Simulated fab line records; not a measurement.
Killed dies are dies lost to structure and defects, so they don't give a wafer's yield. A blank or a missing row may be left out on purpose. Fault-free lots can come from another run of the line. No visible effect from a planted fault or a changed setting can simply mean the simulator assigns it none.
Matching of chambers    flow n5_finfet    4 sister chambers for N5_BEOL_M4_ETCHBACK_99 on rie_diel-03
The step etches SiO2 in CHF3, target depth 5 nm, time 10.4 s. 16 wafers are shown with their chamber, then 8 later ones without.

## WAFERS, EACH WITH ITS CHAMBER
wafer   chamber  showerhead_plenum_p_Torr (Torr)  throttle_valve_pct (%)  drypump_motor_current_A (A)
L075.2  2        2.20                             17.04                   5.3
L075.5  2        2.20                             17.05                   5.3
L075.6  1        2.12                             17.12                   6.0
L079.1  0        2.19                             17.08                   5.9
L079.2  1        2.12                             17.11                   6.0
L079.4  3        2.10                             16.57                   5.8
L081.1  0        2.19                             17.08                   5.8
L081.3  1        2.12                             17.13                   6.0
L081.5  1        2.12                             17.14                   6.0
L085.1  3        2.09                             16.61                   5.7
L085.4  0        2.19                             17.09                   5.8
L085.5  0        2.19                             17.10                   5.9
L088.2  3        2.09                             16.61                   5.7
L088.3  2        2.19                             17.10                   5.3
L088.5  3        2.09                             16.62                   5.7
L091.1  3        2.09                             16.64                   5.7

SIGNATURES, as means of the wafers listed above
reading                   chamber 0  chamber 1  chamber 2  chamber 3  scatter within a chamber
showerhead_plenum_p_Torr  2.1900     2.1200     2.1967     2.0920     0.0035
throttle_valve_pct        17.0875    17.1250    17.0633    16.6100    0.0213
drypump_motor_current_A   5.850      6.000      5.300      5.720      0.0387
Rule: a wafer lies at a distance from a chamber equal to the root of the sum of squares, over the readings, of (its reading less the chamber's mean, divided by the reading's scatter). The wafer belongs to the nearest chamber; if the next one is less than 2 further off, it can't be placed. The scatter is the square root of a quotient: the sum, over the shown wafers, of each reading's squared deviation from its chamber's mean, divided by wafers minus chambers.

## WAFERS MISSING THEIR CHAMBER
wafer   showerhead_plenum_p_Torr (Torr)  throttle_valve_pct (%)  drypump_motor_current_A (A)
L091.3  2.18                             17.14                   5.9
L091.4  2.19                             17.09                   5.3
L096.2  2.11                             17.18                   6.0
L096.3  2.09                             16.65                   5.8
L096.4  2.18                             17.14                   5.3
L094.1  2.18                             17.13                   5.3
L094.4  2.18                             17.15                   5.8
L094.6  2.09                             16.66                   5.7

## WHICH CHAMBER EACH WENT THROUGH
wafer   from the rows above  in truth
L091.3  0                    0
L091.4  2                    2
L096.2  1                    1
L096.3  3                    3
L096.4  2                    2
L094.1  2                    2
L094.4  0                    0
L094.6  3                    3
Correct placement for 8 of the 8. Number that these rows cannot place: 0. 0 placed wrongly.
